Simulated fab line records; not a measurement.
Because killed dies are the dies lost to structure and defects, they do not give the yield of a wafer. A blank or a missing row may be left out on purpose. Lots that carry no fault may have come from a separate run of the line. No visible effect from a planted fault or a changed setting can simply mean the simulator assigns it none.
Matching of chambers / flow nand-harc / cmp-03 running NHARC_A_CHANNEL_FILL_D1_CMP_10: 4 sister chambers
The step polishes, target thk 150 nm. 7 wafers are shown with their chamber, then 8 later ones without.

WAFERS, EACH WITH ITS CHAMBER
wafer=L082.1; chamber=1; time-to-endpoint-s (s)=16.8; motor-current-A (A)=12.2
wafer=L088.4; chamber=0; time-to-endpoint-s (s)=9.7; motor-current-A (A)=12.3
wafer=L088.5; chamber=2; time-to-endpoint-s (s)=12.9; motor-current-A (A)=11.2
wafer=L085.3; chamber=3; time-to-endpoint-s (s)=15.4; motor-current-A (A)=11.6
wafer=L085.5; chamber=3; time-to-endpoint-s (s)=16.7; motor-current-A (A)=11.6
wafer=L085.6; chamber=2; time-to-endpoint-s (s)=11.9; motor-current-A (A)=11.6
wafer=L089.1; chamber=0; time-to-endpoint-s (s)=12.3; motor-current-A (A)=12.0

WAFERS WITHOUT THEIR CHAMBER
wafer=L089.5; time-to-endpoint-s (s)=16.7; motor-current-A (A)=11.6
wafer=L089.6; time-to-endpoint-s (s)=12.1; motor-current-A (A)=11.8
wafer=L092.1; time-to-endpoint-s (s)=13.2; motor-current-A (A)=11.6
wafer=L092.5; time-to-endpoint-s (s)=11.7; motor-current-A (A)=11.6
wafer=L092.6; time-to-endpoint-s (s)=10.9; motor-current-A (A)=11.9
wafer=L093.2; time-to-endpoint-s (s)=13.3; motor-current-A (A)=11.7
wafer=L093.3; time-to-endpoint-s (s)=8.8; motor-current-A (A)=12.8
wafer=L093.6; time-to-endpoint-s (s)=9.6; motor-current-A (A)=11.3

EACH ONE'S CHAMBER
wafer=L089.5; from the rows above=3; in truth=3
wafer=L089.6; from the rows above=can't be placed: 0 or 2 or 3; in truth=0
wafer=L092.1; from the rows above=can't be placed: 2 or 3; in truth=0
wafer=L092.5; from the rows above=can't be placed: 2 or 0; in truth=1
wafer=L092.6; from the rows above=can't be placed: 0 or 2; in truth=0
wafer=L093.2; from the rows above=can't be placed: 2 or 3 or 0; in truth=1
wafer=L093.3; from the rows above=0; in truth=0
wafer=L093.6; from the rows above=2; in truth=2
Correctly placed: 3 of 8. Can't be placed from these rows: 5 (the true chamber is among the candidates in 2). Wrongly placed: 0.
How it was worked out, from the rows above alone: a wafer's distance from a chamber is the root of the sum, over the readings, of the square of ((its reading less the chamber's mean) divided by the reading's scatter). If the next closest chamber is less than 2 further off than the closest, the wafer can't be placed; otherwise it belongs to the closest. A chamber's mean is the mean of its shown wafers. The scatter is the square root of a quotient: the sum, over the shown wafers, of each reading's squared deviation from its chamber's mean, divided by wafers minus chambers.
